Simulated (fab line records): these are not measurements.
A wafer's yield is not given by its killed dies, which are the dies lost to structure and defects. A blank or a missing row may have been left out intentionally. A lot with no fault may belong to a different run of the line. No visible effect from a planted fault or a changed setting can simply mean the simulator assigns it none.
Split-lot study -- flow n5_finfet -- 7 lots, 21 wafers read, on a route of 1938 steps

THE SPLIT
At N5_MOL_CONTACT_COAG_EXPOSE_05 (exposes mask CA, defocus 0 nm), the setting dose_mj was moved away from the recipe's 38.25 on 5 of the 21 wafers read, by -3.4% to +3.1%. For the rest of the wafers, this setting stayed at what the recipe calls for.

FROM THE SPLIT TO THE READING: what the file shows between them, 10 steps
- N5_MOL_CONTACT_COAG_PEB_06: peb time 60 s
- N5_MOL_CONTACT_COAG_DEVELOP_07: develop time 30 s
- N5_MOL_CONTACT_COAG_DESCUM_13: chemistry O2, time 7 s
- N5_MOL_CONTACT_COAG_ETCH_59: etches underlayer in N2/H2, target depth 13 nm, time 10.4 s
- N5_MOL_CONTACT_COAG_ETCH_105: etches SiARC in CF4, target depth 15.6 nm, time 26 s
- N5_MOL_CONTACT_COAG_ETCH_106: etches SOC in N2/H2, target depth 80 nm, overetch 16 nm, time 120 s
- N5_MOL_CONTACT_COAG_STRIP_107: strips in N2/H2
- N5_MOL_CONTACT_COAG_STRIP_108: strips in N2/H2
- N5_MOL_CONTACT_COAG_CONTACT_ETCH_14: etches SiO2 in C4F6/O2, target depth 27.5 nm, overetch 8.5 nm, time 20 s
- N5_MOL_CONTACT_COAG_STRIP_109: strips in C4F6/O2

THE READING
MOL_CONTACT_COAG.cd_offset_nm (the simulator's own value, which no gauge read), in nm, at N5_MOL_CONTACT_COAG_ETCH_15 (etches SiNx in CH3F/O2, stops on Si:P, target depth 7 nm). The file gives no usual value for it. Across the 16 wafers here that went through the recipe, the average is -0.1 nm and the standard deviation 0.19 nm.

wafer,"tool, chamber at the split",dose_mj as run,against the recipe,"MOL_CONTACT_COAG.cd_offset_nm, nm",against lot-mates on the recipe
L075.1,"euv_scanner-02, 0",38.25,recipe,0.2,-
L075.3,"euv_scanner-02, 0",38.25,recipe,-0.2,-
L075.4,"euv_scanner-02, 0",38.25,recipe,-0.2,-
L076.1,"euv_scanner-01, 0",36.94,-3.4%,-0.8,-0.8
L076.2,"euv_scanner-01, 0",38.25,recipe,0,-
L076.6,"euv_scanner-01, 0",38.25,recipe,0,-
L077.2,"euv_scanner-02, 0",38.25,recipe,0,-
L077.5,"euv_scanner-02, 0",39.08,+2.2%,1,+1.0
L077.6,"euv_scanner-02, 0",39.08,+2.2%,0.4,+0.4
L080.4,"euv_scanner-02, 0",38.25,recipe,-0.2,-
L080.5,"euv_scanner-02, 0",38.25,recipe,0,-
L080.6,"euv_scanner-02, 0",38.25,recipe,0,-
L087.1,"euv_scanner-02, 0",39.43,+3.1%,1,+1.2
L087.4,"euv_scanner-02, 0",39.43,+3.1%,1,+1.2
L087.2,"euv_scanner-02, 0",38.25,recipe,-0.2,-
L089.2,"euv_scanner-01, 0",38.25,recipe,-0.4,-
L089.3,"euv_scanner-01, 0",38.25,recipe,-0.4,-
L089.5,"euv_scanner-01, 0",38.25,recipe,-0.2,-
L090.1,"euv_scanner-01, 0",38.25,recipe,0.2,-
L090.2,"euv_scanner-01, 0",38.25,recipe,-0.4,-
L090.4,"euv_scanner-01, 0",38.25,recipe,0,-

FIT RESULTS
A straight line over all 21 wafers: MOL_CONTACT_COAG.cd_offset_nm changes by +0.309 nm for each +1% of dose_mj; r = +0.89; the points scatter about the line by 0.22 nm.
The same after taking each lot's own level away (the mean of its wafers on the recipe; 21 wafers): +0.322 nm for each +1%; r = +0.92; scatter 0.19 nm.
Per that fit: largest dose_mj move, reading shift of 1.1 nm.
From -0.33 to 0.00 nm: that is the span of the lots' own levels, equal to 1.8 times the standard deviation above.
Consequently the slope shifts little with the lot-to-lot level, the two slopes agreeing.
Check: -1.26 nm against its lot-mates is what the line predicts for one of the wafers moved furthest among these (-3.4%) when that wafer is left out of the fit. It came out at -0.8 nm against them.

FURTHER SPLITS ON THESE WAFERS
These wafers also went through other splits before the reading. Each is held against what the fit with the lots' levels taken away leaves over:
other split on the same wafers,wafers away from the commonest value,r with MOL_CONTACT_COAG.cd_offset_nm (lot level and that fit taken away)
N5_SD_EPI_N_DEVELOP_08 develop_time_s,7,-0.03
N5_SD_EPI_P_EPI_21 epi_growth_time_s,7,+0.39
N5_HKMG_FIN_COAT_43 spin_rpm,6,-0.08
N5_HKMG_FIN_DEVELOP_48 develop_time_s,6,-0.04
N5_MOL_CONTACT_COAG_COAT_104 spin_rpm,6,+0.18

THE WHOLE CHAIN: every reading that the file lists as answering this split, in the file's order
step,what it does,reading,change (the file's fit),r (the file's)
N5_MOL_CONTACT_COAG_ETCH_59,"etches underlayer in N2/H2, target depth 13 nm, time 10.4 s","MOL_CONTACT_COAG.cd_offset_nm (the simulator's own value, which no gauge read)",+0.25 nm for each +1% of the setting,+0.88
N5_MOL_CONTACT_COAG_CONTACT_ETCH_14,"etches SiO2 in C4F6/O2, target depth 27.5 nm, overetch 8.5 nm, time 20 s","MOL_CONTACT_COAG.cd_offset_nm (the simulator's own value, which no gauge read)",+0.298 nm for each +1% of the setting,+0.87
N5_MOL_CONTACT_COAG_ETCH_15,"etches SiNx in CH3F/O2, stops on Si:P, target depth 7 nm","MOL_CONTACT_COAG.cd_offset_nm (the simulator's own value, which no gauge read)",+0.307 nm for each +1% of the setting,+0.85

THE FILE'S OWN FIT
MOL_CONTACT_COAG.cd_offset_nm changes by +0.307 nm for each +1% of dose_mj, r = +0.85.
